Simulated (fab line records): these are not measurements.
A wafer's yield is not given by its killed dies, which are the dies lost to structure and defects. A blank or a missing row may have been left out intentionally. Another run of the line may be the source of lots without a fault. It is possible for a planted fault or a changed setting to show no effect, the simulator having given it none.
2 desks looking at one fault | flow n5 finfet | only its own numbers are on each desk; what lay behind them is given at the end

## DESK OF THE TOOL OWNER: implanter-02
N5_WELL_APT_IMPLANT_32, tool's own readings: per-lot mean of the sampled wafers with a number, covering each lot this tool ran. Marked OUT: a lot whose mean sits more than 4 standard deviations from the usual mean, which makes it out of limits; the brackets give that distance.
Columns: A = beam energy keV at N5_WELL_APT_IMPLANT_32, usual 49.998; B = rotation deg at N5_WELL_APT_IMPLANT_32, usual -0.002 degrees
lot  | first seen here | A                        | B
L659 | day 1 21:24     | 49.992                   | 0.037
L660 | day 2 03:44     | 49.988                   | 0.017
L662 | day 2 15:25     | 49.989                   | 0.015
L666 | day 3 15:14     | 50.011                   | -0.024
L676 | day 6 03:33     | 72.331 (+99 or more) OUT | -0.025
L678 | day 6 15:47     | 72.316 (+99 or more) OUT | -0.017
This desk's verdict: out of limits on L676, L678, starting with L676 at day 6 03:33 (beam energy keV at N5_WELL_APT_IMPLANT_32). In limits: L659, L660, L662, L666.

## FROM THE METROLOGY DESK
Lot by lot, what the gauges showed, no matter which tool ran the lot: averages of those sampled wafers that carry a number. Marked OUT: a lot whose mean sits more than 4 standard deviations from the usual mean, which makes it out of limits; the brackets give that distance. Readings shown: 7 out of 12 (the first out of limits, and those lying furthest out on some lot).
Columns: A = CJ_N at N5_BEOL_M4_RC_MEAS_101, usual 4.34; B = DIBL_N at N5_BEOL_M4_RC_MEAS_101, usual 36.3 mV/V; C = IOFF_N at N5_BEOL_M4_RC_MEAS_101, usual 0.155 nA/um; D = ION_N at N5_BEOL_M4_RC_MEAS_101, usual 672 uA/um; E = ION_P at N5_BEOL_M4_RC_MEAS_101, usual 462 uA/um; F = RS_PWELL at N5_BEOL_M4_RC_MEAS_101, usual 3008 ohm/sq; G = SS_N at N5_BEOL_M4_RC_MEAS_101, usual 71.5 mV/dec
lot  | first seen here | A              | B    | C     | D   | E   | F              | G
L659 | day 9 18:11     | 4.32           | 36.8 | 0.176 | 674 | 461 | 3014           | 71.9
L660 | day 10 12:52    | 4.19           | 35.4 | 0.146 | 670 | 454 | 2993           | 71.5
L662 | day 10 22:22    | 4.30           | 36.5 | 0.158 | 672 | 469 | 3037           | 71.6
L669 | day 14 12:06    | 4.38           | 37.4 | 0.156 | 664 | 451 | 2982           | 71.6
L681 | day 16 04:41    | 4.37           | 37.7 | 0.176 | 674 | 464 | 3028           | 72.3
L679 | day 16 08:40    | 4.20           | 34.7 | 0.158 | 669 | 469 | 2983           | 71.3
L676 | day 17 01:21    | 3.24 (-12) OUT | 39.2 | 0.204 | 681 | 461 | 2697 (-12) OUT | 72.7
L678 | day 17 06:04    | 3.17 (-12) OUT | 38.9 | 0.211 | 689 | 472 | 2689 (-12) OUT | 72.3
L666 | day 17 15:38    | 4.39           | 35.8 | 0.139 | 667 | 461 | 3002           | 71.4
Per this desk, out of limits: L676, L678; the first was L676, day 17 01:21 (CJ_N at N5_BEOL_M4_RC_MEAS_101). In limits: L659, L660, L662, L669, L681, L679, L666.

## BROUGHT TOGETHER
An alarm could have come from the tool owner's desk at day 6 03:33, on L676, L678.
Metrology desk: alarm possible at day 17 01:21 on L676, L678.
The lots listed all ran N5_WELL_APT_IMPLANT_32 on implanter-02.

## WHAT THE SIMULATOR HAD INSERTED
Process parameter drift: implanter-02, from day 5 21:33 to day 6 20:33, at N5_WELL_APT_IMPLANT_32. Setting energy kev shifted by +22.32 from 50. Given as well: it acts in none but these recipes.
Struck lots among those shown: L676, L678.
Fault start to first reading out of limits, in hours, per desk: tool owner, 6; metrology, 268.
